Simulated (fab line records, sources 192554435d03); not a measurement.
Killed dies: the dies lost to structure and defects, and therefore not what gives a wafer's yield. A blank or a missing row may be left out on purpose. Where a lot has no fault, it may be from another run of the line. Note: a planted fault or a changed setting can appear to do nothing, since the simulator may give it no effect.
Split-lot trial || flow n5 finfet || 7 lots, 21 wafers read, on a route of 1938 steps

== SPLIT DETAILS ==
At N5_SDB_ETCH_25 (etches SiO2 in C4F6/O2, target depth 10 nm, time 3.3 s), the setting time s was moved away from the recipe's 3.3 s on 4 of the 21 wafers read, by +10.2% to +19.3%. All remaining wafers had this setting at the recipe value.

The reading comes from the split's own step.

== THE READING ==
etch.depth nm (the simulator's own value, which no gauge read), in nm, at N5_SDB_ETCH_25 (etches SiO2 in C4F6/O2, target depth 10 nm, time 3.3 s). The file gives no usual value for it. Average 10.001 nm, standard deviation 0.11 nm, over the 17 wafers here run with the recipe.

{"wafer": "L076.2", "tool, chamber at the split": "rie diel-06, 3", "time s as run, s": 3.3, "against the recipe": "recipe", "etch.depth nm, nm": 10.04, "against lot-mates on the recipe": "-"}
{"wafer": "L076.4", "tool, chamber at the split": "rie diel-06, 0", "time s as run, s": 3.3, "against the recipe": "recipe", "etch.depth nm, nm": 10, "against lot-mates on the recipe": "-"}
{"wafer": "L076.5", "tool, chamber at the split": "rie diel-06, 0", "time s as run, s": 3.3, "against the recipe": "recipe", "etch.depth nm, nm": 10.07, "against lot-mates on the recipe": "-"}
{"wafer": "L078.2", "tool, chamber at the split": "rie diel-06, 2", "time s as run, s": 3.3, "against the recipe": "recipe", "etch.depth nm, nm": 9.724, "against lot-mates on the recipe": "-"}
{"wafer": "L078.3", "tool, chamber at the split": "rie diel-06, 3", "time s as run, s": 3.3, "against the recipe": "recipe", "etch.depth nm, nm": 10.02, "against lot-mates on the recipe": "-"}
{"wafer": "L078.4", "tool, chamber at the split": "rie diel-06, 0", "time s as run, s": 3.3, "against the recipe": "recipe", "etch.depth nm, nm": 10.04, "against lot-mates on the recipe": "-"}
{"wafer": "L079.4", "tool, chamber at the split": "rie diel-04, 2", "time s as run, s": 3.3, "against the recipe": "recipe", "etch.depth nm, nm": 10, "against lot-mates on the recipe": "-"}
{"wafer": "L079.5", "tool, chamber at the split": "rie diel-04, 1", "time s as run, s": 3.3, "against the recipe": "recipe", "etch.depth nm, nm": 10.17, "against lot-mates on the recipe": "-"}
{"wafer": "L079.6", "tool, chamber at the split": "rie diel-04, 0", "time s as run, s": 3.636, "against the recipe": "+10.2%", "etch.depth nm, nm": 11.12, "against lot-mates on the recipe": "+1.035"}
{"wafer": "L081.1", "tool, chamber at the split": "rie diel-06, 3", "time s as run, s": 3.3, "against the recipe": "recipe", "etch.depth nm, nm": 10.03, "against lot-mates on the recipe": "-"}
{"wafer": "L081.2", "tool, chamber at the split": "rie diel-06, 1", "time s as run, s": 3.3, "against the recipe": "recipe", "etch.depth nm, nm": 9.903, "against lot-mates on the recipe": "-"}
{"wafer": "L081.6", "tool, chamber at the split": "rie diel-06, 2", "time s as run, s": 3.3, "against the recipe": "recipe", "etch.depth nm, nm": 9.746, "against lot-mates on the recipe": "-"}
{"wafer": "L083.3", "tool, chamber at the split": "rie diel-05, 1", "time s as run, s": 3.3, "against the recipe": "recipe", "etch.depth nm, nm": 9.979, "against lot-mates on the recipe": "-"}
{"wafer": "L083.4", "tool, chamber at the split": "rie diel-05, 3", "time s as run, s": 3.838, "against the recipe": "+16.3%", "etch.depth nm, nm": 11.53, "against lot-mates on the recipe": "+1.490"}
{"wafer": "L083.5", "tool, chamber at the split": "rie diel-05, 1", "time s as run, s": 3.3, "against the recipe": "recipe", "etch.depth nm, nm": 10.1, "against lot-mates on the recipe": "-"}
{"wafer": "L084.2", "tool, chamber at the split": "rie diel-04, 1", "time s as run, s": 3.3, "against the recipe": "recipe", "etch.depth nm, nm": 10.07, "against lot-mates on the recipe": "-"}
{"wafer": "L084.3", "tool, chamber at the split": "rie diel-04, 2", "time s as run, s": 3.3, "against the recipe": "recipe", "etch.depth nm, nm": 9.959, "against lot-mates on the recipe": "-"}
{"wafer": "L084.6", "tool, chamber at the split": "rie diel-04, 1", "time s as run, s": 3.3, "against the recipe": "recipe", "etch.depth nm, nm": 10.06, "against lot-mates on the recipe": "-"}
{"wafer": "L096.2", "tool, chamber at the split": "rie diel-04, 2", "time s as run, s": 3.937, "against the recipe": "+19.3%", "etch.depth nm, nm": 11.99, "against lot-mates on the recipe": "+1.890"}
{"wafer": "L096.4", "tool, chamber at the split": "rie diel-04, 0", "time s as run, s": 3.937, "against the recipe": "+19.3%", "etch.depth nm, nm": 11.85, "against lot-mates on the recipe": "+1.750"}
{"wafer": "L096.5", "tool, chamber at the split": "rie diel-04, 3", "time s as run, s": 3.3, "against the recipe": "recipe", "etch.depth nm, nm": 10.1, "against lot-mates on the recipe": "-"}

THE FIT
A straight line over all 21 wafers: etch.depth nm changes by +0.0989 nm for each +1% of time s; r = +0.99; the points scatter about the line by 0.11 nm.
The same after taking each lot's own level away (the mean of its wafers on the recipe; 21 wafers): +0.0942 nm for each +1%; r = +0.99; scatter 0.09 nm.
That fit puts the effect of the largest move of time s on the reading at 1.8 nm.
From 9.8930 to 10.1000 nm: that is the span of the lots' own levels, equal to 1.8 times the standard deviation above.
The two slopes are in agreement: the lot-to-lot level therefore moves the slope only a little.
Check: +1.78 nm against its lot-mates is what the line predicts for one of the wafers moved furthest among these (+19.3%) when that wafer is left out of the fit. Against them it came out at +1.89 nm.

== THESE WAFERS: OTHER SPLITS ==
Note: prior to the reading, these wafers also went through further splits. Each is held against what the fit with the lots' levels taken away leaves over:
{"other split on the same wafers": "N5_DUMMY_GATE_COAT_28 spin rpm", "wafers away from the commonest value": 3, "r with etch.depth nm (lot level and that fit taken away)": -0.13}
{"other split on the same wafers": "N5_SD_EPI_N_ETCH_16 target depth a", "wafers away from the commonest value": 5, "r with etch.depth nm (lot level and that fit taken away)": -0.31}

== FILE'S OWN FIT ==
etch.depth nm changes by +0.0941 nm for each +1% of time s, r = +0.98.
